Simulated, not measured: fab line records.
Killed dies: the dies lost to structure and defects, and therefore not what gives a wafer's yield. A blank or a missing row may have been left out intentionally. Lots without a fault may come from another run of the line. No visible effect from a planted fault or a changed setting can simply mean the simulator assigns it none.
Struck lot and sound lot, side by side / flow n5_finfet / 36 steps out of a route of 1938
Sound: wafers L401.1, L401.5, L401.6. Struck: wafer L391.5 (L391.2, L391.6, from the same lot, were not struck and are left out); the cause is given at the end.
Each step with rows lists, per side, the tool, then ch with its chambers, then its first start. Under that, the readings that differ: sound wafers / struck wafers / difference of the means / sigmas: that difference in standard deviations of wafers without a fault.
alike: same words and numbers on both sides, and readings whose means sit less than 2 such deviations apart. not compared: any withheld reading, any reading some wafer has no value for, any bound like >300 that may hide the same value, and any number with overlapping values for which the record gives no deviation.
A row with sigmas, a row that says differs or no value, or rows on one side alone: a step with any of these is where the two part. Numbers that have no deviation but don't overlap get no sigmas and don't part them. A reading missing from all wafers of one side parts the sides only when that side holds two or more wafers.

first, 9 steps without rows for these wafers: N5_MOL_CONTACT_COAG_PRECLEAN_127 (cleans in DIW, time 57.5 s); N5_MOL_CONTACT_COAG_SRD_128 (dry time 32 s); N5_MOL_CONTACT_COAG_CMP_52 (polishes, stops on SiO2, t overpolish 1.5 s, target thk 66.5 nm); N5_MOL_CONTACT_COAG_ANNEAL_112 (time 1800 s); N5_BEOL_M0_SAQP_PECVD_00 (deposits SiCN from 3MS/NH3, target thk 8 nm, time 14 s); N5_BEOL_M0_SAQP_ILD_DEP_01 (deposits SiOC from DEMS/O2, target thk 45.419 nm, time 8.7 s); N5_BEOL_M0_SAQP_HM_DEP_02 (deposits TiN, target thk 12 nm); N5_BEOL_M0_SAQP_PECVD_03 (deposits SiCN from 3MS/NH3, target thk 12 nm, time 21.1 s); N5_BEOL_M0_SAQP_PECVD_96 (deposits a-Si from SiH4/He, target thk 45 nm, time 45.2 s).
N5_BEOL_M0_SAQP_PECVD_97: deposits SiNx from SiH4/NH3/N2, target thk 23 nm, time 19.9 s.
  sound on pecvd-01 ch 1,2, day 10 23:43; struck on pecvd-03 ch 0, day 8 12:52
reading=heater_power_w (W); sound=445 444 584; struck=787; difference=+296; sigmas=+4
reading=model.SiNx_of_BEOL_M0_SAQP_PECVD_97.thk_nm (nm); sound=23 23.4 23.8; struck=15.6; difference=-7.8; sigmas=
  alike: showerhead_plenum_p_Torr, throttle_valve_pct
then, 24 steps without rows for these wafers: N5_BEOL_M0_SAQP_PECVD_04 (deposits a-Si from SiH4/He, target thk 60 nm, time 60.2 s); N5_BEOL_M0_SAQP_HM_DEP_111 (deposits SiO2 from SiH4/N2O, target thk 12 nm, time 7.2 s); N5_BEOL_M0_SAQP_COAT_81 (time 60 s, resist thk 100 nm); N5_BEOL_M0_SAQP_COAT_82 (time 60 s, resist thk 30 nm); N5_BEOL_M0_SAQP_COAT_08 (resist thk 90 nm); N5_BEOL_M0_SAQP_EBR_10; N5_BEOL_M0_SAQP_SOFTBAKE_09 (time 60 s); N5_BEOL_M0_SAQP_EXPOSE_11 (exposes mask M0 CORE, target cd 42 nm); N5_BEOL_M0_SAQP_PEB_12 (peb time 60 s); N5_BEOL_M0_SAQP_DEVELOP_13 (develop time 30 s); N5_BEOL_M0_SAQP_DESCUM_19 (chemistry O2, time 7.9 s); N5_BEOL_M0_SAQP_ETCH_83 (etches SiARC in CF4, target depth 39 nm, time 65 s); N5_BEOL_M0_SAQP_ETCH_84 (etches SOC in N2/H2, target depth 100 nm, overetch 20 nm, time 150 s); N5_BEOL_M0_SAQP_STRIP_80 (strips in N2/H2); N5_BEOL_M0_SAQP_HM_OPEN_112 (chemistry CHF3/O2, target SiO2, stops on a-Si, target depth 12 nm, time 13.5 s); N5_BEOL_M0_SAQP_STRIP_113 (strips in CHF3/O2); N5_BEOL_M0_SAQP_MANDREL_ETCH_20 (etches a-Si in HBr/Cl2, stops on SiNx, target depth 60 nm, bt time 10 s, time 30 s); N5_BEOL_M0_SAQP_STRIP_86 (strips in N2/H2); N5_BEOL_M0_SAQP_STRIP_115 (strips in post etch residue remover, time 60 s); N5_BEOL_M0_SAQP_SRD_93 (time 30 s); N5_BEOL_M0_SAQP_RECESS_114 (chemistry HF/NH3, target SiO2, target depth 14.4 nm, afs cycles 3, sublimation time 60 s); N5_BEOL_M0_SAQP_SPACER1_ALD_98 (deposits SiO2, target thk 12.8 nm, pulse time 1 s, purge time 2 s); N5_BEOL_M0_SAQP_SPACER1_ETCHBACK_99 (etches SiO2 in CHF3/O2, target depth 15.4 nm, time 7.7 s); N5_BEOL_M0_SAQP_MANDREL1_REMOVE_100 (chemistry HBr/Cl2/O2, target a-Si, stops on SiNx, bt time 10 s).
N5_BEOL_M0_SAQP_ETCH_106: etches SOC in N2/H2, stops on SiNx, target depth 150 nm.
  sound on rie_diel-06 ch 2,3, day 11 02:53; struck on rie_diel-06 ch 2, day 8 15:58
reading=model.SiNx_of_BEOL_M0_SAQP_PECVD_97.thk_nm (nm); sound=15 15.4 16.4; struck=8; difference=-8; sigmas=
  alike: drypump_motor_current_A, oes_product_au, rf_vpp_V, showerhead_plenum_p_Torr, throttle_valve_pct
  not compared: rf_hours_counter_h
-- a jump in the record: the struck wafers' starts before and after are 3 days apart (it breaks off in module BEOL_M0_SAQP and resumes in module BEOL_M4, where the first step shown is number 1111 of the route) --
N5_BEOL_M4_RC_MEAS_101:
  sound on prober-02 ch 0, day 13 23:58; struck on prober-02 ch 0, day 11 13:23
  alike: DIBL_N, DIBL_P, IOFF_N, IOFF_P, ION_N, ION_P, SS_N, SS_P, VT_N, VT_P

## WHERE THEY PART
Within this record, at N5_BEOL_M0_SAQP_PECVD_97 only. Later steps at which nothing parts them and some readings are alike: N5_BEOL_M0_SAQP_ETCH_106, N5_BEOL_M4_RC_MEAS_101.

WHY: the cause the simulator had injected
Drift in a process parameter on pecvd-03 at N5_BEOL_M0_SAQP_PECVD_97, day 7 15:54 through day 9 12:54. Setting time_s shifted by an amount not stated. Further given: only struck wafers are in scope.
